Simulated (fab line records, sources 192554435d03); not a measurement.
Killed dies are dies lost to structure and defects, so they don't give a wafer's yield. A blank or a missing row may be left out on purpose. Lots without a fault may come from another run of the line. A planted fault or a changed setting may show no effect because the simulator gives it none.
Chamber matching | flow n5_finfet | N5_BEOL_M7_ALD_77 on ald_metal-01: 4 sister chambers
The step deposits TaN, target thk 2 nm, pulse time 2 s, purge time 3 s. 24 wafers are shown with their chamber, then 12 later ones without.

WAFERS WITH THEIR CHAMBER
wafer  | chamber | heater_power_w (W) | mfc_carrier_sccm (sccm)
L075.2 | 1       | 503                | 1493
L075.4 | 2       | 410                | 1502
L075.6 | 0       | 525                | 1504
L076.2 | 0       | 512                | 1502
L076.3 | 3       | 396                | 1493
L076.5 | 0       | 507                | 1498
L078.2 | 1       | 506                | 1506
L078.5 | 0       | 517                | 1499
L078.6 | 1       | 519                | 1501
L079.3 | 2       | 414                | 1498
L079.4 | 1       | 522                | 1506
L079.5 | 3       | 394                | 1501
L081.2 | 1       | 513                | 1501
L081.4 | 2       | 396                | 1501
L081.5 | 3       | 418                | 1502
L085.1 | 3       | 402                | 1507
L085.2 | 0       | 506                | 1500
L085.6 | 1       | 507                | 1499
L089.2 | 3       | 402                | 1502
L089.3 | 2       | 409                | 1498
L089.5 | 3       | 414                | 1501
L090.3 | 0       | 526                | 1498
L090.4 | 1       | 502                | 1493
L090.5 | 1       | 509                | 1507

SIGNATURES (means of the wafers above)
reading          | chamber 0 | chamber 1 | chamber 2 | chamber 3 | scatter within a chamber
heater_power_w   | 515.50    | 510.12    | 407.25    | 404.33    | 8.37
mfc_carrier_sccm | 1500.17   | 1500.75   | 1499.75   | 1501.00   | 4.25
Rule: a wafer's distance from a chamber is the root of the sum, over the readings, of the square of ((its reading less the chamber's mean) divided by the reading's scatter). The wafer belongs to the nearest chamber; if the next one is less than 2 further off, it can't be placed. The scatter: the root of (the sum of the squares of (reading less its chamber's mean) over the shown wafers, divided by (wafers less chambers)).

WAFERS WITHOUT THEIR CHAMBER
wafer  | heater_power_w (W) | mfc_carrier_sccm (sccm)
L092.1 | 427                | 1495
L092.2 | 497                | 1499
L092.3 | 525                | 1496
L094.1 | 495                | 1498
L094.5 | 419                | 1502
L094.6 | 497                | 1498
L097.2 | 520                | 1501
L097.4 | 507                | 1501
L097.5 | 508                | 1496
L095.2 | 408                | 1494
L095.3 | 502                | 1505
L095.4 | 510                | 1500

WHICH CHAMBER EACH WENT THROUGH
wafer  | from the rows above     | in truth
L092.1 | can't be placed: 2 or 3 | 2
L092.2 | can't be placed: 1 or 0 | 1
L092.3 | can't be placed: 0 or 1 | 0
L094.1 | can't be placed: 1 or 0 | 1
L094.5 | can't be placed: 2 or 3 | 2
L094.6 | can't be placed: 1 or 0 | 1
L097.2 | can't be placed: 0 or 1 | 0
L097.4 | can't be placed: 1 or 0 | 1
L097.5 | can't be placed: 1 or 0 | 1
L095.2 | can't be placed: 2 or 3 | 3
L095.3 | can't be placed: 1 or 0 | 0
L095.4 | can't be placed: 1 or 0 | 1
Placed correctly: 0 of 12. Can't be placed from these rows: 12 (the true chamber is among the candidates in 12). Placed wrongly: 0.
